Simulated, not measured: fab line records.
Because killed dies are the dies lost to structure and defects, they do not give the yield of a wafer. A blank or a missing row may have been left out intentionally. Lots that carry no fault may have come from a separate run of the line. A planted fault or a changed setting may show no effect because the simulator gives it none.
Comparing a struck lot with a sound one | flow n5-finfet | 15 steps out of a route of 1938
Sound: the wafers L528.4, L528.5, L528.6. Struck: wafers L522.2, L522.5. (L522.6 of the same lot was not struck and is left out.) The cause comes at the end.
Order at every step that has rows: each side's tool, ch and its chambers, its first start. Under that, the readings that differ: sound wafers | struck wafers | difference of the means | sigmas: that difference in standard deviations of wafers without a fault.
alike: a reading whose means differ by less than 2 such deviations, as well as words and numbers matching on both sides. not compared: withheld readings; readings where some wafer has no value; bounds like >300 that might hide an equal value; numbers whose values overlap and for which the record gives no deviation.
Wherever a step has rows on one side only, a row that says differs or no value, or a row with sigmas, the two part there. Non-overlapping numbers with no deviation appear without sigmas and do not part them. A reading missing from all wafers of one side parts the sides only when that side holds two or more wafers.

N5_BEOL_M3_ANNEAL_87: time 240 s.
  sound: pvd-sputter-01 at day 10 23:25; struck: pvd-sputter-03 at day 9 12:47
  alike: heater-power-w
then, 3 steps without rows for these wafers: N5_BEOL_M3_SPUTTER_88 (material Cu, target thk 4.5 nm, time 8.29 s); N5_BEOL_M3_ANNEAL_89 (time 240 s); N5_BEOL_M3_SPUTTER_90 (material Cu, target thk 4.5 nm, time 8.29 s).
N5_BEOL_M3_ANNEAL_91: time 240 s.
  sound: pvd-sputter-01 at day 10 23:52; struck: pvd-sputter-03 at day 9 13:13
  alike: heater-power-w
N5_BEOL_M3_SPUTTER_92: material Cu, target thk 4.5 nm, time 8.29 s.
  sound: pvd-sputter-01 at day 11 00:00; struck: pvd-sputter-03 at day 9 13:22
  alike: throttle-valve-pct
N5_BEOL_M3_ANNEAL_93: time 240 s.
  sound: pvd-sputter-01 at day 11 00:05; struck: pvd-sputter-03 at day 9 13:26
  alike: heater-power-w
then, 1 step without rows for these wafers: N5_BEOL_M3_SPUTTER_94 (material Cu, target thk 4.5 nm, time 8.29 s).
N5_BEOL_M3_ANNEAL_95: time 240 s.
  sound: pvd-sputter-01 at day 11 00:18; struck: pvd-sputter-03 at day 9 13:40
  alike: heater-power-w
then, 3 steps without rows for these wafers: N5_BEOL_M3_SPUTTER_96 (material Cu, target thk 4.5 nm, time 8.29 s); N5_BEOL_M3_ECD_50 (material Cu, target thk 300 nm); N5_BEOL_M3_ANNEAL_51 (time 90 s).
N5_BEOL_M3_CMP_52: polishes, stops on SiOC, t overpolish 6.8 s, target thk 40 nm.
  sound on cmp-02 ch 1,2,3, day 11 01:02; struck on cmp-03 ch 2, day 9 14:31
  reading                                      | sound             | struck      | difference | sigmas
  barrier-field-endpoint-s (s)                 | 25.5 25.4 24.8    | 14.1 13.9   | -11.2      | -14
  slurry-filter-dp-kPa (kPa)                   | 13.34 13.41 13.42 | 13.70 13.72 | +0.32      | +2
  time-to-endpoint-s (s)                       | 65 62 62          | 37 35       | -27        | -6
  model.SiOC_of_BEOL_M3_ILD_DEP_00.thk-nm (nm) | 77.6 77 77        | 73.4 74.2   | -3.4       |
  alike: head-pressure-psi, motor-current-A, overpolish-run-s
N5_BEOL_M4_RC_MEAS_101:
  sound on prober-02 ch 0, day 11 13:38; struck on prober-01 ch 0, day 10 01:43
  reading       | sound          | struck    | difference | sigmas
  DIBL_N (mV/V) | 42.7 38.4 39.3 | 35.0 35.0 | -5.1       | -2
  SS_N (mV/dec) | 73.0 71.7 72.6 | 71.1 70.8 | -1.5       | -2
  alike: DIBL_P, IOFF_N, IOFF_P, ION_N, ION_P, SS_P, VT_N, VT_P
-- the record jumps here: 4 days lie between the struck wafers' starts before and after (it left off in module BEOL_M4 and takes up again in module PASSIVATION, whose first step shown is number 1936 of the route) --
N5_PASSIVATION_PROBE_49:
  record: rows for the struck wafers here (prober-02, day 14 10:55), none for the sound ones

WHERE THEY PART
First at N5_BEOL_M3_CMP_52; last, within this record, at N5_PASSIVATION_PROBE_49.

WHY: what had been put in by the simulator
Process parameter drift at N5_BEOL_M3_CMP_52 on cmp-03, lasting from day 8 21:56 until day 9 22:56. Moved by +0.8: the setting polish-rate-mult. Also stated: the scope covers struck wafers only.
